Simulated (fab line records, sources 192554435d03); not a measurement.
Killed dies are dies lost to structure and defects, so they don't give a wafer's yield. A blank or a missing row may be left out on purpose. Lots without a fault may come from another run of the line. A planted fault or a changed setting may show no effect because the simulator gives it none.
fab line records | flow n5_finfet
record lots=4 wafers=11 last_day=18
route steps=1938 shown BEOL_M4@1099 BEOL_M5@1112 PAD_METAL@1895 PASSIVATION@1936
lots that met no fault: from a run of the same line without faults
start_h: hours from the record's first day to the start of the lot's first wafer shown | wait_h: hours since the lot's step before | " the same as in the row above | L1.1+2: a row that stands for several wafers | - no value, or no start given | * or withheld: withheld | < > ~ a bound
route shown NAME@n: a module of which the file shows steps, and the number in the route of the first | usual: mean/standard deviation of fault-free wafers | same: alike in all rows | chamber/n: place in a boat | sites: the reading at each site | _std_site: their standard deviation | _edge_site: outer sites' mean less inner sites' | radius_mm: how far each site lies from the wafer's centre | mask NAME#n: copy n | behind: the tool/chamber that last shaped the wafer | hold: why the lot was held/for how many hours/how that ended | device: the transistor (n, p or np) that didn't switch | end of line: the same wafers' tests at the end of the route | a step without rows: its recipe alone | killed: dies lost to structure and defects at the first sort, not the wafer's yield | map: a wafer's dies, x killed, . not, _ none there
set.NAME: the setting as run; set.NAME@STEP: as run at that earlier step | model.NAME: the simulator's own value behind a step, which no gauge read
lots at some steps of the route; a table a step, a row a wafer
services: from which hour (start_h, from the record's first day; less than 0 if before it) a tool's chamber was out of use, for how many hours, and why
## steps
# step N5_BEOL_M4_ANNEAL_95
# recipe temp_c=400 time_s=240 ambient=vacuum
# step N5_BEOL_M4_SPUTTER_96
# recipe material=Cu target_thk_a=45 temp_c=-20 chamber_pressure_pa=0.07 power_w=withheld time_s=8.29
# step N5_BEOL_M4_ECD_50
# recipe material=Cu target_thk_a=3000
# step N5_BEOL_M4_ANNEAL_51
# recipe temp_c=225 time_s=90 ambient=N2
# step N5_BEOL_M4_CMP_52
# recipe stop_on=SiOC t_overpolish_s=6.8 down_force_psi=1 platen_rpm=50 clearing_platen_down_force_psi=1.5 clearing_platen_rpm=50 post_cmp_clean=cu_alkaline target_thk_nm=40 clearing_platen_pad_velocity_m_s=0.99484 pad_velocity_m_s=0.99484
# step N5_BEOL_M4_PRE_CLEAN_60
# recipe gas=NH3/H2 time_s=15 temp_c=* rf_power_w=300
# step N5_BEOL_M4_CO_CAP_55
# recipe material=Co target_thk_a=20 temp_c=200 precursor=CCTBA/H2 pressure_torr=30 time_s=102.1
# step N5_BEOL_M4_PRE_CLEAN_56
# recipe gas=NH3 time_s=15 temp_c=withheld rf_power_w=300
# step N5_BEOL_M4_DEP_57
# recipe material=SiCN target_thk_a=80 temp_c=withheld precursor=3MS/NH3 pressure_torr=3 rf_w=202 time_s=14
# step N5_BEOL_M4_RC_MEAS_101
# usual DIBL_N=36.4/2.7 DIBL_P=36/3.2 IOFF_N=0.16/0.046 IOFF_P=0.21/0.055 ION_N=677/15 ION_P=464/11 SS_N=71.5/0.79 SS_P=73.3/0.93 VT_N=250/4.1 VT_P=-251/4.4
# columns lot.wafer tool chamber start_h wait_h DIBL_N[mV/V] DIBL_P[mV/V] IOFF_N[nA/um] IOFF_P[nA/um] ION_N[uA/um] ION_P[uA/um] SS_N[mV/dec] SS_P[mV/dec] VT_N[mV] VT_P[mV]
L947.3 prober-02 0 238.53 0.3 35.7 34 0.13 0.17 669 457 71.1 72.8 253 -254
L947.4 " 0 " " 37.1 37 0.18 0.22 701 478 71.4 74.4 245 -251
L947.6 " 0 " " 37.6 38 0.18 0.22 683 462 71.9 74.0 247 -250
L953.4 prober-01 0 266.34 0.5 35.8 38 0.15 0.19 679 463 70.7 73.9 251 -251
L953.6 " 0 " " 36.1 37 0.13 0.17 679 452 71.5 72.9 256 -255
L955.1 prober-02 0 286.58 0.0 35.4 37 0.14 0.16 681 463 71.3 72.8 253 -256
L955.4 " 0 " " 38.2 39 0.18 0.19 675 451 72.4 73.8 248 -256
L955.6 " 0 " " 36.8 38 0.14 0.16 671 449 72.4 72.8 254 -257
L959.1 prober-02 0 319.05 0.0 37.4 36 0.16 0.21 681 465 70.7 73.3 248 -250
L959.2 " 0 " " 36.8 36 0.15 0.19 670 456 70.8 73.2 250 -254
L959.4 " 0 " " 37.1 36 0.17 0.20 697 477 70.7 72.9 248 -253
# step N5_BEOL_M5_ILD_DEP_00
# recipe material=SiCOH_lowk target_thk_a=1406.4 temp_c=300 precursor=DEMS/porogen pressure_torr=5 rf_w=500 time_s=25.9
# step N5_BEOL_M5_CURE_79
# recipe temp_c=385 time_s=240 ambient=He/Ar material=SiCOH_lowk
# step N5_BEOL_M5_PECVD_70
# recipe material=SiO2 target_thk_a=160 temp_c=400 precursor=TEOS/O2 pressure_torr=5.5 rf_w=450 teos_flow_sccm=53.8 gas=O2 flow_sccm=3000 time_s=18
# step N5_BEOL_M5_HM_DEP_02
# recipe material=TiN target_thk_a=200 temp_c=25 chamber_pressure_pa=0.49996
# step N5_BEOL_M5_COAT_59
# recipe resist=SOC temp_c=250 time_s=60 spin_rpm=1500 resist_thk_nm=60
# step N5_BEOL_M5_COAT_60
# recipe resist=SiARC temp_c=220 time_s=60 spin_rpm=1500 resist_thk_nm=12
# step N5_BEOL_M5_COAT_71
# recipe resist=underlayer temp_c=205 time_s=60 spin_rpm=1500 resist_thk_nm=5
# step N5_BEOL_M5_COAT_05
# recipe resist=CAR-EUV spin_rpm=1500 resist_thk_nm=30
# step N5_BEOL_M5_EBR_07
# recipe solvent=PGMEA ebr_width_mm=1.5
# step N5_BEOL_M5_SOFTBAKE_06
# recipe temp_c=110 time_s=60 resist=CAR-EUV
# step N5_BEOL_M5_EXPOSE_08
# recipe mask_id=M5 na=0.33 source_shape=annular sigma_inner=0.4 sigma_outer=0.8 polarization=unpolarized target_cd_nm=28 dose_mj=35.75
# step N5_BEOL_M5_PEB_09
# recipe peb_temp_c=100 peb_time_s=60 resist=CAR-EUV
# step N5_BEOL_M5_DEVELOP_10
# recipe develop_time_s=30 developer=TMAH resist=CAR-EUV rinse_liquid=surfactant_rinse dry=air_spin dev_temp_c=23
# step N5_BEOL_M5_DESCUM_16
# recipe chemistry=O2 time_s=7 source_power_w=50 bias_power_w=20 pressure_mtorr=20 rf_frequency_hz=2.712e+07 temp_c=40 resist=CAR-EUV o2_flow_sccm=225
# step N5_BEOL_M5_ETCH_72
# recipe chemistry=N2/H2 target=underlayer target_depth_a=65 mask_material=CAR-EUV time_s=5.2 ion_energy_ev=200 pressure_mtorr=30 source_w=840 bias_w=150 n2_flow_sccm=200 h2_flow_sccm=200 ends=cleared
# step N5_BEOL_M5_ETCH_61
# recipe chemistry=CF4 target=SiARC target_depth_a=156 mask_material=CAR-EUV time_s=26 ion_energy_ev=80 pressure_mtorr=40 source_w=545 bias_w=36 Ar_flow_sccm=100 cf4_flow_sccm=100 ends=cleared
# step N5_BEOL_M5_ETCH_62
# recipe chemistry=N2/H2 target=SOC target_depth_a=750 overetch_a=150 mask_material=SiARC temp_c=40 time_s=112.5 ion_energy_ev=200 pressure_mtorr=30 source_w=840 bias_w=150 n2_flow_sccm=200 h2_flow_sccm=200
# step N5_BEOL_M5_STRIP_63
# recipe chemistry=N2/H2 temp_c=40 n2_flow_sccm=200 h2_flow_sccm=200 rf_frequency_hz=6e+07
# step N5_BEOL_M5_STRIP_73
# recipe chemistry=N2/H2 temp_c=40 n2_flow_sccm=200 h2_flow_sccm=200 rf_frequency_hz=6e+07
# step N5_BEOL_M5_STRIP_64
# recipe chemistry=CF4 resist=SiARC power_w=300 bias_power_w=75 pressure_mtorr=50 cf4_flow_sccm=150 rf_frequency_hz=6e+07
# step N5_BEOL_M5_HM_OPEN_17
# recipe chemistry=Cl2/BCl3 target_depth_a=200 overetch_a=60 target=TiN mask_material=SOC ion_energy_ev=150 pressure_mtorr=10 icp_w=1000 bias_w=126 Cl2_flow_sccm=53.25 bcl3_flow_sccm=21.75 Ar_flow_sccm=25
# step N5_BEOL_M5_STRIP_19
# recipe chemistry=O2 power_w=400 temp_c=40 pressure_mtorr=30 rf_frequency_hz=6e+07 bias_power_w=0 overash_fraction=0.2 o2_flow_sccm=225
# step N5_BEOL_M5_COAT_65
# recipe resist=SOC temp_c=250 time_s=60 spin_rpm=1500 resist_thk_nm=60
# step N5_BEOL_M5_COAT_66
# recipe resist=SiARC temp_c=220 time_s=60 spin_rpm=1500 resist_thk_nm=12
# step N5_PASSIVATION_SPUTTER_20
# recipe material=TaN target_thk_a=500 temp_c=25 chamber_pressure_pa=0.4
# usual chamber_pressure_pa=0.4000/0.00078 throttle_valve_pct=29.8/1
# columns lot.wafer tool chamber start_h wait_h chamber_pressure_pa throttle_valve_pct model.TaN_of_PASSIVATION_SPUTTER_20.thk_nm
L947.3 pvd_sputter-02 - 333.74 0.0 0.3993 29.7 48.8
L947.4 " - " " 0.3993 31.4 48.8
L947.6 " - " " 0.4015 29.1 49.4
L953.4 pvd_sputter-02 - 365.63 0.0 0.3992 31.4 77.6
L953.6 " - " " 0.4017 30.1 51.4
L955.1 pvd_sputter-02 - 382.02 0.0 0.4008 31.6 49.8
L955.4 " - " " 0.4003 29.0 77.4
L955.6 " - " " 0.3997 29.6 49.6
L959.1 pvd_sputter-03 - 418.27 0.0 0.4007 29.3 50.6
L959.2 " - " " 0.3998 30.2 49
L959.4 " - " " 0.3996 27.3 49
# step N5_PASSIVATION_PROBE_49
# usual defect_limited_yield=91.1/1.4 killed_at_M0_to_M3=34/9.7 killed_at_M4_up=13/5.1 killed_at_contacts=14/6.3 killed_at_front_end=40/11 killed_at_other=3.5/2.7 killed_dies=105/16 killed_on_rim=13/4.1 killed_open=70/12 killed_short=34/7.8 sort_bin_5_function=5.2/0.88 sort_bin_6_memory=3.3/0.7 sort_n_pass=1074/17 sort_yield_pct=91.0/1.5
# same gross_dies=1180 killed_at_back_side=0 sort_bin_4_leakage[%]=0 sort_bin_8_speed[%]=0
# columns lot.wafer tool chamber start_h wait_h defect_limited_yield[%] killed_at_M0_to_M3 killed_at_M4_up killed_at_contacts killed_at_front_end killed_at_other killed_dies killed_on_rim killed_open killed_short sort_bin_5_function[%] sort_bin_6_memory[%] sort_n_pass sort_yield_pct[%]
L947.3 prober-01 - 339.42 0.1 91.1 21 28 13 41 2 105 13 78 26 5.4 3.5 1075 91.1
L953.4 prober-01 - 371.65 0.2 0 30 11 4 38 1097 1180 152 57 28 4.4 2.5 0 0
L955.1 prober-01 - 387.99 0.0 92.8 29 8 12 33 3 85 12 54 30 4.6 2.5 1095 92.8
L955.4 prober-01 - 388.14 0.2 0 30 6 12 37 1095 1180 152 56 32 3.6 3.9 0 0
L955.6 prober-01 - 388.24 0.3 90.7 43 9 16 40 2 110 12 64 45 5.3 3.3 1070 90.7
# killed by level:class
L947.3 STI_FIN_REVEAL:geometric_particle:open=14 FIN_SAQP:geometric_particle:open=11 MOL_CONTACT_COAG:geometric_particle:open=10 BEOL_M1:geometric_particle:open=8 BEOL_M4:geometric_particle:open=7 BEOL_M5:geometric_particle:open=5 BEOL_M3:geometric_particle:open=4 BEOL_M7:geometric_particle:open=4
L953.4 PAD_METAL:area_sputter=1094 STI_FIN_REVEAL:geometric_particle:open=9 FIN_SAQP:geometric_particle:open=7 BEOL_M0_SAQP:geometric_particle:open=6 BEOL_M1:geometric_particle:open=6 BEOL_M4:geometric_particle:open=6 BEOL_M0_SAQP:geometric_particle:short=5 BEOL_M3:geometric_particle:open=5
L955.1 STI_FIN_REVEAL:geometric_particle:open=10 MOL_CONTACT_COAG:geometric_particle:open=9 GATE_CUT:geometric_particle:short=6 BEOL_M1:geometric_particle:open=6 GATE_CUT:geometric_particle:open=4 BEOL_M0_SAQP:geometric_particle:open=4 BEOL_M0_SAQP:geometric_particle:short=4 BEOL_M2:geometric_particle:open=4
L955.4 PAD_METAL:area_sputter=1090 MOL_CONTACT_COAG:geometric_particle:open=12 FIN_SAQP:geometric_particle:short=8 GATE_CUT:geometric_particle:short=6 BEOL_M0_SAQP:geometric_particle:open=6 BEOL_M1:geometric_particle:open=6 STI_FIN_REVEAL:geometric_particle:open=5 BEOL_M0_SAQP:geometric_particle:short=5
L955.6 MOL_CONTACT_COAG:geometric_particle:open=13 FIN_SAQP:geometric_particle:short=12 BEOL_M0_SAQP:geometric_particle:open=11 BEOL_M0_SAQP:geometric_particle:short=11 BEOL_M2:geometric_particle:open=7 DUMMY_GATE:geometric_particle:open=6 BEOL_M1:geometric_particle:open=6 GATE_CUT:geometric_particle:short=5
# map L953.4 (x killed, . not)
_________________xxxxxxxxxxxx________________
______________xxxxxxxxxxxxxxxxxx_____________
___________xxxxxxxxxxxxxxxxxxxxxxxx__________
__________xxxxxxxxxxxxxxxxxxxxxxxxxx_________
________xxxxxxxxxxxxxxxxxxxxxxxxxxxxxx_______
_______xxxxxxxxxxxxxxxxxxxxxxxxxxxxxxxx______
______xxxxxxxxxxxxxxxxxxxxxxxxxxxxxxxxxx_____
_____xxxxxxxxxxxxxxxxxxxxxxxxxxxxxxxxxxxx____
____xxxxxxxxxxxxxxxxxxxxxxxxxxxxxxxxxxxxxx___
___xxxxxxxxxxxxxxxxxxxxxxxxxxxxxxxxxxxxxxxx__
___xxxxxxxxxxxxxxxxxxxxxxxxxxxxxxxxxxxxxxxx__
__xxxxxxxxxxxxxxxxxxxxxxxxxxxxxxxxxxxxxxxxxx_
__xxxxxxxxxxxxxxxxxxxxxxxxxxxxxxxxxxxxxxxxxx_
_xxxxxxxxxxxxxxxxxxxxxxxxxxxxxxxxxxxxxxxxxxxx
_xxxxxxxxxxxxxxxxxxxxxxxxxxxxxxxxxxxxxxxxxxxx
_xxxxxxxxxxxxxxxxxxxxxxxxxxxxxxxxxxxxxxxxxxxx
_xxxxxxxxxxxxxxxxxxxxxxxxxxxxxxxxxxxxxxxxxxxx
_xxxxxxxxxxxxxxxxxxxxxxxxxxxxxxxxxxxxxxxxxxxx
_xxxxxxxxxxxxxxxxxxxxxxxxxxxxxxxxxxxxxxxxxxxx
_xxxxxxxxxxxxxxxxxxxxxxxxxxxxxxxxxxxxxxxxxxxx
_xxxxxxxxxxxxxxxxxxxxxxxxxxxxxxxxxxxxxxxxxxxx
__xxxxxxxxxxxxxxxxxxxxxxxxxxxxxxxxxxxxxxxxxx_
__xxxxxxxxxxxxxxxxxxxxxxxxxxxxxxxxxxxxxxxxxx_
___xxxxxxxxxxxxxxxxxxxxxxxxxxxxxxxxxxxxxxxx__
___xxxxxxxxxxxxxxxxxxxxxxxxxxxxxxxxxxxxxxxx__
____xxxxxxxxxxxxxxxxxxxxxxxxxxxxxxxxxxxxxx___
_____xxxxxxxxxxxxxxxxxxxxxxxxxxxxxxxxxxxx____
______xxxxxxxxxxxxxxxxxxxxxxxxxxxxxxxxxx_____
_______xxxxxxxxxxxxxxxxxxxxxxxxxxxxxxxx______
________xxxxxxxxxxxxxxxxxxxxxxxxxxxxxx_______
__________xxxxxxxxxxxxxxxxxxxxxxxxxx_________
___________xxxxxxxxxxxxxxxxxxxxxxxx__________
______________xxxxxxxxxxxxxxxxxx_____________
_________________xxxxxxxxxxxx________________
# map L955.4 (x killed, . not)
_________________xxxxxxxxxxxx________________
______________xxxxxxxxxxxxxxxxxx_____________
___________xxxxxxxxxxxxxxxxxxxxxxxx__________
__________xxxxxxxxxxxxxxxxxxxxxxxxxx_________
________xxxxxxxxxxxxxxxxxxxxxxxxxxxxxx_______
_______xxxxxxxxxxxxxxxxxxxxxxxxxxxxxxxx______
______xxxxxxxxxxxxxxxxxxxxxxxxxxxxxxxxxx_____
_____xxxxxxxxxxxxxxxxxxxxxxxxxxxxxxxxxxxx____
____xxxxxxxxxxxxxxxxxxxxxxxxxxxxxxxxxxxxxx___
___xxxxxxxxxxxxxxxxxxxxxxxxxxxxxxxxxxxxxxxx__
___xxxxxxxxxxxxxxxxxxxxxxxxxxxxxxxxxxxxxxxx__
__xxxxxxxxxxxxxxxxxxxxxxxxxxxxxxxxxxxxxxxxxx_
__xxxxxxxxxxxxxxxxxxxxxxxxxxxxxxxxxxxxxxxxxx_
_xxxxxxxxxxxxxxxxxxxxxxxxxxxxxxxxxxxxxxxxxxxx
_xxxxxxxxxxxxxxxxxxxxxxxxxxxxxxxxxxxxxxxxxxxx
_xxxxxxxxxxxxxxxxxxxxxxxxxxxxxxxxxxxxxxxxxxxx
_xxxxxxxxxxxxxxxxxxxxxxxxxxxxxxxxxxxxxxxxxxxx
_xxxxxxxxxxxxxxxxxxxxxxxxxxxxxxxxxxxxxxxxxxxx
_xxxxxxxxxxxxxxxxxxxxxxxxxxxxxxxxxxxxxxxxxxxx
_xxxxxxxxxxxxxxxxxxxxxxxxxxxxxxxxxxxxxxxxxxxx
_xxxxxxxxxxxxxxxxxxxxxxxxxxxxxxxxxxxxxxxxxxxx
__xxxxxxxxxxxxxxxxxxxxxxxxxxxxxxxxxxxxxxxxxx_
__xxxxxxxxxxxxxxxxxxxxxxxxxxxxxxxxxxxxxxxxxx_
___xxxxxxxxxxxxxxxxxxxxxxxxxxxxxxxxxxxxxxxx__
___xxxxxxxxxxxxxxxxxxxxxxxxxxxxxxxxxxxxxxxx__
____xxxxxxxxxxxxxxxxxxxxxxxxxxxxxxxxxxxxxx___
_____xxxxxxxxxxxxxxxxxxxxxxxxxxxxxxxxxxxx____
______xxxxxxxxxxxxxxxxxxxxxxxxxxxxxxxxxx_____
_______xxxxxxxxxxxxxxxxxxxxxxxxxxxxxxxx______
________xxxxxxxxxxxxxxxxxxxxxxxxxxxxxx_______
__________xxxxxxxxxxxxxxxxxxxxxxxxxx_________
___________xxxxxxxxxxxxxxxxxxxxxxxx__________
______________xxxxxxxxxxxxxxxxxx_____________
_________________xxxxxxxxxxxx________________
## services
# columns tool chamber start_h hours kind
pvd_sputter-03 - 406.00 1.9 repair
pvd_sputter-03 - 411.82 5.2 repair
## key
first_sign step=N5_PASSIVATION_PROBE_49 reading=killed_at_other direction=up sigmas=99+ usual=3.5 struck=1096
effect step=N5_PASSIVATION_PROBE_49 reading=defect_limited_yield direction=down sigmas=66 usual=91.1 struck=0
model_effect step=N5_PASSIVATION_SPUTTER_20 value=TaN_of_PASSIVATION_SPUTTER_20.thk_nm without=50.1 struck=77.5
more_kills_born_at N5_PASSIVATION_SPUTTER_20@pvd_sputter-02=2184
met_at N5_PASSIVATION_SPUTTER_20
struck_wafers L953.4,L955.4
later_rows_left_out L953.4,L955.4
onset_between 333.74 365.63
fault kind=process_parameter_drift tool=pvd_sputter-02 chamber=- onset_h=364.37 steps=N5_PASSIVATION_SPUTTER_20 channel=target_thk_a offset=* shape=step end_h=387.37 scope=struck_wafers_only acts_in=* stated=*
# later_rows_left_out: the simulator's readings of these wafers behind a module that went badly wrong aren't trusted and aren't shown, but for the sort
